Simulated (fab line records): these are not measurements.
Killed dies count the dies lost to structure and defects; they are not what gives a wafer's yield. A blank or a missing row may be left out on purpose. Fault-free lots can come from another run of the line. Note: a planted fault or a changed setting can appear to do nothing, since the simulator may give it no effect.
Struck lot and sound lot, side by side | flow n5Finfet | 15 out of 1938 route steps
Sound: the wafers L502.1, L502.4, L502.6. Struck: wafers L512.1, L512.5. (L512.6 of the same lot was not struck and is left out.) The cause comes at the end.
Each step with rows lists, per side, the tool, then ch with its chambers, then its first start. Under that, the readings that differ: sound wafers | struck wafers | difference of the means | sigmas: that difference in standard deviations of wafers without a fault.
alike: readings with means less than 2 such deviations apart, plus words and numbers identical on both sides. not compared: withheld readings, readings lacking a value on some wafer, bounds such as >300 that could conceal the same value, and numbers that have no deviation in the record and whose values overlap.
The two part at a step that has a row with sigmas, a row that says differs or no value, or rows on one side only. Numbers that have no deviation but don't overlap get no sigmas and don't part them. A reading that every wafer of one side lacks parts them only if that side has two wafers or more.

first, 7 steps without rows for these wafers: N5_BEOL_M12_COAT_22 (resist thk 300 nm); N5_BEOL_M12_EBR_24; N5_BEOL_M12_SOFTBAKE_23 (time 60 s); N5_BEOL_M12_EXPOSE_25 (exposes mask M12); N5_BEOL_M12_PEB_26 (peb time 90 s); N5_BEOL_M12_DEVELOP_27 (develop time 45 s); N5_BEOL_M12_HARDBAKE_32 (time 120 s).
N5_BEOL_M12_CD_MEAS_28: target cd 160.2 nm.
  sound on cdSem-01 ch 0, day 11 17:04; struck on cdSem-02 ch 0, day 15 15:34
  alike: cdNm
N5_BEOL_M12_OVL_MEAS_29:
  sound on overlay-02 ch 0, day 11 17:05; struck on overlay-02 ch 0, day 15 15:35
  alike: M12_OVL
N5_BEOL_M12_INSPECT_30: inspects for defects (macro).
  sound on defectInspect-01 at day 11 17:07; struck on defectInspect-02 at day 15 15:37
  alike: rawDefectCount
N5_BEOL_M12_DESCUM_33: chemistry O2, time 7.9 s.
  sound on rieDiel-04 ch 0,1, day 11 17:14; struck on rieDiel-03 ch 1, day 15 15:39
reading             | sound          | struck    | difference | sigmas
oesProductAu (a.u.) | 0.70 0.70 0.71 | 0.88 0.88 | +0.18      | +2
  alike: drypumpMotorCurrentA, rfFwdPowerW, rfVppV, showerheadPlenumPTorr, throttleValvePct
  not compared: rfHoursCounterH
N5_BEOL_M12_ETCH_67: etches SiARC in CF4, target depth 143 nm, time 238.3 s.
  sound on rieDiel-04 ch 0,1, day 11 17:17; struck on rieDiel-03 ch 1, day 15 15:41
reading             | sound          | struck    | difference | sigmas
oesProductAu (a.u.) | 0.61 0.59 0.59 | 0.76 0.76 | +0.16      | +2
  alike: biasW, drypumpMotorCurrentA, etchRfOnTimeS, rfFwdPowerW, rfVppV, showerheadPlenumPTorr, throttleValvePct
  not compared: rfHoursCounterH
N5_BEOL_M12_ETCH_68: etches SOC in N2/H2, time 285 s.
  sound on rieDiel-04 ch 0,1, day 11 17:25; struck on rieDiel-03 ch 1, day 15 15:50
reading             | sound             | struck      | difference | sigmas
biasW (W)           | 350.8 350.8 350.0 | 388.0 385.7 | +36.3      | +40
oesProductAu (a.u.) | 0.70 0.70 0.70    | 0.90 0.90   | +0.20      | +2
rfVppV (V)          | 519.9 523.3 521.6 | 559.2 558.9 | +37.4      | +14
  alike: drypumpMotorCurrentA, rfFwdPowerW, showerheadPlenumPTorr, throttleValvePct
  not compared: rfHoursCounterH
then, 1 step without rows for these wafers: N5_BEOL_M12_STRIP_69 (strips in N2/H2).
N5_PASSIVATION_PROBE_49:
  only the struck wafers here have rows in the record (prober-02, day 17 04:50); the sound ones have none

== WHERE THEY PART ==
At N5_BEOL_M12_DESCUM_33 first; at N5_PASSIVATION_PROBE_49 last (within this record only).

WHY: what had been put in by the simulator
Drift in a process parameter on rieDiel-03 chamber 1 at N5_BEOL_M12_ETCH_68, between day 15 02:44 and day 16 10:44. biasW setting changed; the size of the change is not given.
